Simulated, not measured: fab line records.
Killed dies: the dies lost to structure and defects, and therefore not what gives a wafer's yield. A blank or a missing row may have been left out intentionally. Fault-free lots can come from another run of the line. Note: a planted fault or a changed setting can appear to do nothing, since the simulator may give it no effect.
Split-lot trial :: flow n5 finfet :: route with 1938 steps; 7 lots, 21 wafers read

## THE SPLIT
At N5_BEOL_M13_SPUTTER_43 (material TaN, target thk 15 nm, time 24.19 s), the setting time s was moved away from the recipe's 24.19 s on 3 of the 21 wafers read, by -8.5%. For the rest of the wafers, this setting stayed at what the recipe calls for.

The reading comes from the split's own step.

## THE READING
TaN_of_BEOL_M13_SPUTTER_43.thk nm (the simulator's own value, which no gauge read), in nm, at N5_BEOL_M13_SPUTTER_43 (material TaN, target thk 15 nm, time 24.19 s). The file gives no usual value for it. The 18 wafers here that ran the recipe average 15.1 nm, standard deviation 0.14 nm.

wafer: L083.1
tool, chamber at the split: pvd sputter-03, -
time s as run, s: 22.14
against the recipe: -8.5%
TaN_of_BEOL_M13_SPUTTER_43.thk nm, nm: 13.6
against lot-mates on the recipe: no lot-mate on the recipe

wafer: L083.5
tool, chamber at the split: pvd sputter-03, -
time s as run, s: 22.14
against the recipe: -8.5%
TaN_of_BEOL_M13_SPUTTER_43.thk nm, nm: 13.6
against lot-mates on the recipe: no lot-mate on the recipe

wafer: L083.2
tool, chamber at the split: pvd sputter-03, -
time s as run, s: 22.14
against the recipe: -8.5%
TaN_of_BEOL_M13_SPUTTER_43.thk nm, nm: 13.8
against lot-mates on the recipe: no lot-mate on the recipe

wafer: L082.2
tool, chamber at the split: pvd sputter-03, -
time s as run, s: 24.19
against the recipe: recipe
TaN_of_BEOL_M13_SPUTTER_43.thk nm, nm: 15.2
against lot-mates on the recipe: -

wafer: L082.3
tool, chamber at the split: pvd sputter-03, -
time s as run, s: 24.19
against the recipe: recipe
TaN_of_BEOL_M13_SPUTTER_43.thk nm, nm: 15
against lot-mates on the recipe: -

wafer: L082.4
tool, chamber at the split: pvd sputter-03, -
time s as run, s: 24.19
against the recipe: recipe
TaN_of_BEOL_M13_SPUTTER_43.thk nm, nm: 15
against lot-mates on the recipe: -

wafer: L085.1
tool, chamber at the split: pvd sputter-02, -
time s as run, s: 24.19
against the recipe: recipe
TaN_of_BEOL_M13_SPUTTER_43.thk nm, nm: 15
against lot-mates on the recipe: -

wafer: L085.4
tool, chamber at the split: pvd sputter-02, -
time s as run, s: 24.19
against the recipe: recipe
TaN_of_BEOL_M13_SPUTTER_43.thk nm, nm: 15
against lot-mates on the recipe: -

wafer: L085.2
tool, chamber at the split: pvd sputter-02, -
time s as run, s: 24.19
against the recipe: recipe
TaN_of_BEOL_M13_SPUTTER_43.thk nm, nm: 14.8
against lot-mates on the recipe: -

wafer: L089.3
tool, chamber at the split: pvd sputter-03, -
time s as run, s: 24.19
against the recipe: recipe
TaN_of_BEOL_M13_SPUTTER_43.thk nm, nm: 15.2
against lot-mates on the recipe: -

wafer: L089.4
tool, chamber at the split: pvd sputter-03, -
time s as run, s: 24.19
against the recipe: recipe
TaN_of_BEOL_M13_SPUTTER_43.thk nm, nm: 15.2
against lot-mates on the recipe: -

wafer: L089.5
tool, chamber at the split: pvd sputter-03, -
time s as run, s: 24.19
against the recipe: recipe
TaN_of_BEOL_M13_SPUTTER_43.thk nm, nm: 15.2
against lot-mates on the recipe: -

wafer: L092.3
tool, chamber at the split: pvd sputter-03, -
time s as run, s: 24.19
against the recipe: recipe
TaN_of_BEOL_M13_SPUTTER_43.thk nm, nm: 15.2
against lot-mates on the recipe: -

wafer: L092.4
tool, chamber at the split: pvd sputter-03, -
time s as run, s: 24.19
against the recipe: recipe
TaN_of_BEOL_M13_SPUTTER_43.thk nm, nm: 15.2
against lot-mates on the recipe: -

wafer: L092.6
tool, chamber at the split: pvd sputter-03, -
time s as run, s: 24.19
against the recipe: recipe
TaN_of_BEOL_M13_SPUTTER_43.thk nm, nm: 15.2
against lot-mates on the recipe: -

wafer: L094.3
tool, chamber at the split: pvd sputter-03, -
time s as run, s: 24.19
against the recipe: recipe
TaN_of_BEOL_M13_SPUTTER_43.thk nm, nm: 15
against lot-mates on the recipe: -

wafer: L094.4
tool, chamber at the split: pvd sputter-03, -
time s as run, s: 24.19
against the recipe: recipe
TaN_of_BEOL_M13_SPUTTER_43.thk nm, nm: 15
against lot-mates on the recipe: -

wafer: L094.5
tool, chamber at the split: pvd sputter-03, -
time s as run, s: 24.19
against the recipe: recipe
TaN_of_BEOL_M13_SPUTTER_43.thk nm, nm: 15.2
against lot-mates on the recipe: -

wafer: L093.1
tool, chamber at the split: pvd sputter-03, -
time s as run, s: 24.19
against the recipe: recipe
TaN_of_BEOL_M13_SPUTTER_43.thk nm, nm: 15
against lot-mates on the recipe: -

wafer: L093.2
tool, chamber at the split: pvd sputter-03, -
time s as run, s: 24.19
against the recipe: recipe
TaN_of_BEOL_M13_SPUTTER_43.thk nm, nm: 14.8
against lot-mates on the recipe: -

wafer: L093.4
tool, chamber at the split: pvd sputter-03, -
time s as run, s: 24.19
against the recipe: recipe
TaN_of_BEOL_M13_SPUTTER_43.thk nm, nm: 15.2
against lot-mates on the recipe: -

FIT RESULTS
A straight line over all 21 wafers: TaN_of_BEOL_M13_SPUTTER_43.thk nm changes by +0.167 nm for each +1% of time s; r = +0.97; the points scatter about the line by 0.14 nm.
Too few moved wafers with a lot-mate on the recipe to fit a line net of each lot's own level.

## FILE'S OWN FIT
TaN_of_BEOL_M13_SPUTTER_43.thk nm changes by +0.167 nm for each +1% of time s, r = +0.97.
